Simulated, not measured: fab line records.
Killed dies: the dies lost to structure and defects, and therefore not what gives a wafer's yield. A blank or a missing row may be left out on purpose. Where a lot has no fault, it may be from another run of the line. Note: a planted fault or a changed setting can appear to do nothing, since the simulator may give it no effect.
A lot that was struck, set against a sound lot ; flow n5-finfet ; 37 out of 1938 route steps
Sound: the wafers L652.1, L652.5, L652.6. Struck: wafer L659.4. (L659.5, L659.6 of the same lot were not struck and are left out.) The cause comes at the end.
At each step with rows: each side's tool, then ch and its chambers, then its first start. Under that, the readings that differ: sound wafers ; struck wafers ; difference of the means ; sigmas: that difference in standard deviations of wafers without a fault.
alike: words and numbers the same on both sides, and readings whose means are apart by under 2 such deviations; not compared: readings that were withheld, readings missing a value for some wafer, numbers with overlapping values and no deviation given by the record, and bounds like >300 which may hide the same value.
The two part at a step that has a row with sigmas, a row that says differs or no value, or rows on one side only. When numbers do not overlap yet have no deviation, they are printed without sigmas and do not part them. Lack of a reading on every wafer of one side parts them only where that side has two or more wafers.

first, 9 steps without rows for these wafers: N5_BEOL_M6_ALD_77 (deposits TaN, target thk 2 nm, pulse time 2 s, purge time 3 s); N5_BEOL_M6_SURFACE_TREAT_79; N5_BEOL_M6_CVD_78 (deposits Co from CCTBA/H2, target thk 2 nm, time 142.3 s); N5_BEOL_M6_SPUTTER_48 (material Cu, target thk 10 nm, time 1.667 s); N5_BEOL_M6_ECD_50 (material Cu, target thk 300 nm); N5_BEOL_M6_ANNEAL_51 (time 90 s); N5_BEOL_M6_CMP_52 (polishes, stops on SiCOH lowk, t overpolish 6.9 s, target thk 80 nm); N5_BEOL_M6_PRE_CLEAN_55 (time 15 s); N5_BEOL_M6_DEP_56 (deposits SiCN from 3MS/NH3, target thk 10 nm, time 17.5 s).
N5_BEOL_M7_ILD_DEP_00: deposits SiCOH lowk from DEMS/porogen, target thk 179.75 nm, time 33.4 s.
  sound on pecvd-01 ch 0,1,2, day 8 21:17; struck on pecvd-01 ch 0, day 10 19:40
reading;sound;struck;difference;sigmas
susceptor-temp-C (C);300.34 300.11 300.29;285.47;-14.78;-74
model.SiCOH_lowk_of_BEOL_M7_ILD_DEP_00.thk-nm (nm);180.8 179.2 178.8;196.4;+16.8;
  alike: heater-power-w, showerhead-plenum-p-Torr, throttle-valve-pct
then, 1 step without rows for these wafers: N5_BEOL_M7_CURE_74 (cures SiCOH lowk, time 240 s).
N5_BEOL_M7_THK_MEAS_01:
  struck on film-metro-01, day 10 20:14; sound on film-metro-02, day 8 21:52
reading;sound;struck;difference;sigmas
M7_ILD_THK (nm);155.9 154.6 154.1;169.3;+14.4;+8
then, 23 steps without rows for these wafers: N5_BEOL_M7_PECVD_70 (deposits SiO2 from TEOS/O2, target thk 20 nm, time 22.7 s); N5_BEOL_M7_HM_DEP_02 (deposits TiN, target thk 20 nm); N5_BEOL_M7_COAT_59 (time 60 s, resist thk 100 nm); N5_BEOL_M7_COAT_60 (time 60 s, resist thk 35 nm); N5_BEOL_M7_COAT_05 (resist thk 90 nm); N5_BEOL_M7_EBR_07; N5_BEOL_M7_SOFTBAKE_06 (time 60 s); N5_BEOL_M7_EXPOSE_08 (exposes mask M7); N5_BEOL_M7_PEB_09 (peb time 60 s); N5_BEOL_M7_DEVELOP_10 (develop time 30 s); N5_BEOL_M7_DESCUM_16 (chemistry O2, time 7.9 s); N5_BEOL_M7_ETCH_61 (etches SiARC in CF4, target depth 45.5 nm, time 75.8 s); N5_BEOL_M7_ETCH_62 (etches SOC in N2/H2, target depth 110 nm, overetch 22 nm, time 165 s); N5_BEOL_M7_STRIP_68 (strips in N2/H2); N5_BEOL_M7_STRIP_67 (strips in CF4); N5_BEOL_M7_HM_OPEN_17 (chemistry Cl2/BCl3, target TiN, target depth 20 nm, overetch 6 nm); N5_BEOL_M7_STRIP_19 (strips in O2); N5_BEOL_M7_COAT_63 (time 60 s, resist thk 60 nm); N5_BEOL_M7_COAT_64 (time 60 s, resist thk 12 nm); N5_BEOL_M7_COAT_71 (time 60 s, resist thk 5 nm); N5_BEOL_M7_COAT_22 (resist thk 30 nm); N5_BEOL_M7_EBR_24; N5_BEOL_M7_SOFTBAKE_23 (time 60 s).
N5_BEOL_M7_CMP_52: polishes, stops on SiCOH lowk, t overpolish 6.9 s, target thk 80 nm.
  sound on cmp-03 ch 0,1,2, day 9 03:59; struck on cmp-01 ch 3, day 11 05:34
reading;sound;struck;difference;sigmas
motor-current-A (A);5.7 5.9 7.0;8.8;+2.6;+3
model.SiCOH_lowk_of_BEOL_M7_ILD_DEP_00.thk-nm (nm);153 151.4 151.2;166.6;+14.7;
after that, 1 step had no rows for these wafers: N5_PASSIVATION_PROBE_49.

## WHERE THEY PART
First at N5_BEOL_M7_ILD_DEP_00; last, within this record, at N5_BEOL_M7_CMP_52.

WHY: whatever the simulator had introduced
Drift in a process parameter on pecvd-01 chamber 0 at N5_BEOL_M7_ILD_DEP_00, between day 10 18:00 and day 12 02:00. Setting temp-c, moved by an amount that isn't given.
